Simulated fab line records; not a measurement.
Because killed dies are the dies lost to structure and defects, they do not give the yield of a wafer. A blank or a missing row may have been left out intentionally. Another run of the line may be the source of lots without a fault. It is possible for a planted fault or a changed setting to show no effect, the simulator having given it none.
Lot-split experiment / flow n5-finfet / 7 lots, 39 wafers read, on a route of 1938 steps

== THE SPLIT ITSELF ==
At N5_MOL_CONTACT_COAG_ALD_133 (deposits SiO2, target thk 5 nm, pulse time 1 s, co reactant pulse time 1 s), the setting ald-cycles was moved away from the recipe's 35 on 18 of the 39 wafers read, by -22.9% to +54.3%. This setting was run at the recipe's value on the other wafers.

The split's own step is where the reading is taken.

== THE READING ==
SiO2_of_MOL_CONTACT_COAG_ALD_133.thk-nm (the simulator's own value, which no gauge read), in nm, at N5_MOL_CONTACT_COAG_ALD_133 (deposits SiO2, target thk 5 nm, pulse time 1 s, co reactant pulse time 1 s). The file gives no usual value for it.

wafer=L076.1; tool, chamber at the split=ald-sin-03, 3,2,3; ald-cycles as run=40; against the recipe=+14.3%; SiO2_of_MOL_CONTACT_COAG_ALD_133.thk-nm, nm=5.8; against lot-mates on the recipe=+0.8
wafer=L076.3; tool, chamber at the split=ald-sin-03, 3,2,3; ald-cycles as run=40; against the recipe=+14.3%; SiO2_of_MOL_CONTACT_COAG_ALD_133.thk-nm, nm=5.8; against lot-mates on the recipe=+0.8
wafer=L076.6; tool, chamber at the split=ald-sin-03, 3,2,3; ald-cycles as run=40; against the recipe=+14.3%; SiO2_of_MOL_CONTACT_COAG_ALD_133.thk-nm, nm=5.8; against lot-mates on the recipe=+0.8
wafer=L076.2; tool, chamber at the split=ald-sin-03, 0,1,0; ald-cycles as run=35; against the recipe=recipe; SiO2_of_MOL_CONTACT_COAG_ALD_133.thk-nm, nm=5; against lot-mates on the recipe=-
wafer=L076.4; tool, chamber at the split=ald-sin-03, 0,1,0; ald-cycles as run=35; against the recipe=recipe; SiO2_of_MOL_CONTACT_COAG_ALD_133.thk-nm, nm=5; against lot-mates on the recipe=-
wafer=L076.5; tool, chamber at the split=ald-sin-03, 0,1,0; ald-cycles as run=35; against the recipe=recipe; SiO2_of_MOL_CONTACT_COAG_ALD_133.thk-nm, nm=5; against lot-mates on the recipe=-
wafer=L081.1; tool, chamber at the split=ald-sin-02, 2,0,1; ald-cycles as run=35; against the recipe=recipe; SiO2_of_MOL_CONTACT_COAG_ALD_133.thk-nm, nm=5; against lot-mates on the recipe=-
wafer=L081.3; tool, chamber at the split=ald-sin-02, 2,0,1; ald-cycles as run=35; against the recipe=recipe; SiO2_of_MOL_CONTACT_COAG_ALD_133.thk-nm, nm=5; against lot-mates on the recipe=-
wafer=L081.6; tool, chamber at the split=ald-sin-02, 2,0,1; ald-cycles as run=35; against the recipe=recipe; SiO2_of_MOL_CONTACT_COAG_ALD_133.thk-nm, nm=5; against lot-mates on the recipe=-
wafer=L081.2; tool, chamber at the split=ald-sin-02, 3,1,0; ald-cycles as run=27; against the recipe=-22.9%; SiO2_of_MOL_CONTACT_COAG_ALD_133.thk-nm, nm=3.8; against lot-mates on the recipe=-1.2
wafer=L081.4; tool, chamber at the split=ald-sin-02, 3,1,0; ald-cycles as run=27; against the recipe=-22.9%; SiO2_of_MOL_CONTACT_COAG_ALD_133.thk-nm, nm=3.8; against lot-mates on the recipe=-1.2
wafer=L081.5; tool, chamber at the split=ald-sin-02, 3,1,0; ald-cycles as run=27; against the recipe=-22.9%; SiO2_of_MOL_CONTACT_COAG_ALD_133.thk-nm, nm=3.8; against lot-mates on the recipe=-1.2
wafer=L082.3; tool, chamber at the split=ald-sin-01, 3,1,1; ald-cycles as run=35; against the recipe=recipe; SiO2_of_MOL_CONTACT_COAG_ALD_133.thk-nm, nm=5; against lot-mates on the recipe=-
wafer=L082.4; tool, chamber at the split=ald-sin-01, 3,1,1; ald-cycles as run=35; against the recipe=recipe; SiO2_of_MOL_CONTACT_COAG_ALD_133.thk-nm, nm=5; against lot-mates on the recipe=-
wafer=L082.5; tool, chamber at the split=ald-sin-01, 3,1,1; ald-cycles as run=35; against the recipe=recipe; SiO2_of_MOL_CONTACT_COAG_ALD_133.thk-nm, nm=5; against lot-mates on the recipe=-
wafer=L083.1; tool, chamber at the split=ald-sin-02, 2,3,0; ald-cycles as run=35; against the recipe=recipe; SiO2_of_MOL_CONTACT_COAG_ALD_133.thk-nm, nm=5; against lot-mates on the recipe=-
wafer=L083.2; tool, chamber at the split=ald-sin-02, 2,3,0; ald-cycles as run=35; against the recipe=recipe; SiO2_of_MOL_CONTACT_COAG_ALD_133.thk-nm, nm=5; against lot-mates on the recipe=-
wafer=L083.4; tool, chamber at the split=ald-sin-02, 2,3,0; ald-cycles as run=35; against the recipe=recipe; SiO2_of_MOL_CONTACT_COAG_ALD_133.thk-nm, nm=5; against lot-mates on the recipe=-
wafer=L083.3; tool, chamber at the split=ald-sin-02, 1,0,3; ald-cycles as run=54; against the recipe=+54.3%; SiO2_of_MOL_CONTACT_COAG_ALD_133.thk-nm, nm=7.8; against lot-mates on the recipe=+2.8
wafer=L083.5; tool, chamber at the split=ald-sin-02, 1,0,3; ald-cycles as run=54; against the recipe=+54.3%; SiO2_of_MOL_CONTACT_COAG_ALD_133.thk-nm, nm=7.8; against lot-mates on the recipe=+2.8
wafer=L083.6; tool, chamber at the split=ald-sin-02, 1,0,3; ald-cycles as run=54; against the recipe=+54.3%; SiO2_of_MOL_CONTACT_COAG_ALD_133.thk-nm, nm=7.8; against lot-mates on the recipe=+2.8
wafer=L084.1; tool, chamber at the split=ald-sin-02, 0,3,0; ald-cycles as run=28; against the recipe=-20.0%; SiO2_of_MOL_CONTACT_COAG_ALD_133.thk-nm, nm=4; against lot-mates on the recipe=-1.0
wafer=L084.2; tool, chamber at the split=ald-sin-02, 0,3,0; ald-cycles as run=28; against the recipe=-20.0%; SiO2_of_MOL_CONTACT_COAG_ALD_133.thk-nm, nm=4; against lot-mates on the recipe=-1.0
wafer=L084.6; tool, chamber at the split=ald-sin-02, 0,3,0; ald-cycles as run=28; against the recipe=-20.0%; SiO2_of_MOL_CONTACT_COAG_ALD_133.thk-nm, nm=4; against lot-mates on the recipe=-1.0
wafer=L084.3; tool, chamber at the split=ald-sin-02, 2,1,3; ald-cycles as run=35; against the recipe=recipe; SiO2_of_MOL_CONTACT_COAG_ALD_133.thk-nm, nm=5; against lot-mates on the recipe=-
wafer=L084.4; tool, chamber at the split=ald-sin-02, 2,1,3; ald-cycles as run=35; against the recipe=recipe; SiO2_of_MOL_CONTACT_COAG_ALD_133.thk-nm, nm=5; against lot-mates on the recipe=-
wafer=L084.5; tool, chamber at the split=ald-sin-02, 2,1,3; ald-cycles as run=35; against the recipe=recipe; SiO2_of_MOL_CONTACT_COAG_ALD_133.thk-nm, nm=5; against lot-mates on the recipe=-
wafer=L090.1; tool, chamber at the split=ald-sin-02, 2,1,0; ald-cycles as run=35; against the recipe=recipe; SiO2_of_MOL_CONTACT_COAG_ALD_133.thk-nm, nm=5; against lot-mates on the recipe=-
wafer=L090.4; tool, chamber at the split=ald-sin-02, 2,1,0; ald-cycles as run=35; against the recipe=recipe; SiO2_of_MOL_CONTACT_COAG_ALD_133.thk-nm, nm=5; against lot-mates on the recipe=-
wafer=L090.6; tool, chamber at the split=ald-sin-02, 2,1,0; ald-cycles as run=35; against the recipe=recipe; SiO2_of_MOL_CONTACT_COAG_ALD_133.thk-nm, nm=5; against lot-mates on the recipe=-
wafer=L090.2; tool, chamber at the split=ald-sin-02, 0,3,3; ald-cycles as run=41; against the recipe=+17.1%; SiO2_of_MOL_CONTACT_COAG_ALD_133.thk-nm, nm=5.8; against lot-mates on the recipe=+0.8
wafer=L090.3; tool, chamber at the split=ald-sin-02, 0,3,3; ald-cycles as run=41; against the recipe=+17.1%; SiO2_of_MOL_CONTACT_COAG_ALD_133.thk-nm, nm=5.8; against lot-mates on the recipe=+0.8
wafer=L090.5; tool, chamber at the split=ald-sin-02, 0,3,3; ald-cycles as run=41; against the recipe=+17.1%; SiO2_of_MOL_CONTACT_COAG_ALD_133.thk-nm, nm=5.8; against lot-mates on the recipe=+0.8
wafer=L091.1; tool, chamber at the split=ald-sin-01, 2,3,3; ald-cycles as run=42; against the recipe=+20.0%; SiO2_of_MOL_CONTACT_COAG_ALD_133.thk-nm, nm=6; against lot-mates on the recipe=+1.0
wafer=L091.3; tool, chamber at the split=ald-sin-01, 2,3,3; ald-cycles as run=42; against the recipe=+20.0%; SiO2_of_MOL_CONTACT_COAG_ALD_133.thk-nm, nm=6; against lot-mates on the recipe=+1.0
wafer=L091.6; tool, chamber at the split=ald-sin-01, 2,3,3; ald-cycles as run=42; against the recipe=+20.0%; SiO2_of_MOL_CONTACT_COAG_ALD_133.thk-nm, nm=6; against lot-mates on the recipe=+1.0
wafer=L091.2; tool, chamber at the split=ald-sin-01, 1,0,2; ald-cycles as run=35; against the recipe=recipe; SiO2_of_MOL_CONTACT_COAG_ALD_133.thk-nm, nm=5; against lot-mates on the recipe=-
wafer=L091.4; tool, chamber at the split=ald-sin-01, 1,0,2; ald-cycles as run=35; against the recipe=recipe; SiO2_of_MOL_CONTACT_COAG_ALD_133.thk-nm, nm=5; against lot-mates on the recipe=-
wafer=L091.5; tool, chamber at the split=ald-sin-01, 1,0,2; ald-cycles as run=35; against the recipe=recipe; SiO2_of_MOL_CONTACT_COAG_ALD_133.thk-nm, nm=5; against lot-mates on the recipe=-
When a row names more than one chamber, that row covers several wafers, and the file does not tell which wafer ran in which chamber.

FIT RESULTS
A straight line over all 39 wafers: SiO2_of_MOL_CONTACT_COAG_ALD_133.thk-nm changes by +0.0513 nm for each +1% of ald-cycles; r = +1.00; the points scatter about the line by 0.033 nm.
The same after taking each lot's own level away (the mean of its wafers on the recipe; 39 wafers): +0.0513 nm for each +1%; r = +1.00; scatter 0.033 nm.
That fit puts the effect of the largest move of ald-cycles on the reading at 2.8 nm.
The lots' own levels span 5.00 to 5.00 nm.
So the lot-to-lot level changes the slope little: the two slopes agree.
Check: for one of the wafers moved furthest among these (+54.3%), held out of the fit, the line's prediction against its lot-mates is +2.78 nm. It came out at +2.8 nm against them.

== OTHER SPLITS APPLIED TO THESE WAFERS ==
Other splits were also applied to these wafers ahead of the reading. Each is held against what the fit with the lots' levels taken away leaves over:
other split on the same wafers=N5_FIN_SAQP_PECVD_06 time-s; wafers away from the commonest value=9; r with SiO2_of_MOL_CONTACT_COAG_ALD_133.thk-nm (lot level and that fit taken away)=+0.09
other split on the same wafers=N5_SD_EPI_N_EPI_21 epi-growth-time-s; wafers away from the commonest value=15; r with SiO2_of_MOL_CONTACT_COAG_ALD_133.thk-nm (lot level and that fit taken away)=+0.40

== THE FILE'S OWN FIT ==
SiO2_of_MOL_CONTACT_COAG_ALD_133.thk-nm changes by +0.0513 nm for each +1% of ald-cycles, r = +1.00.
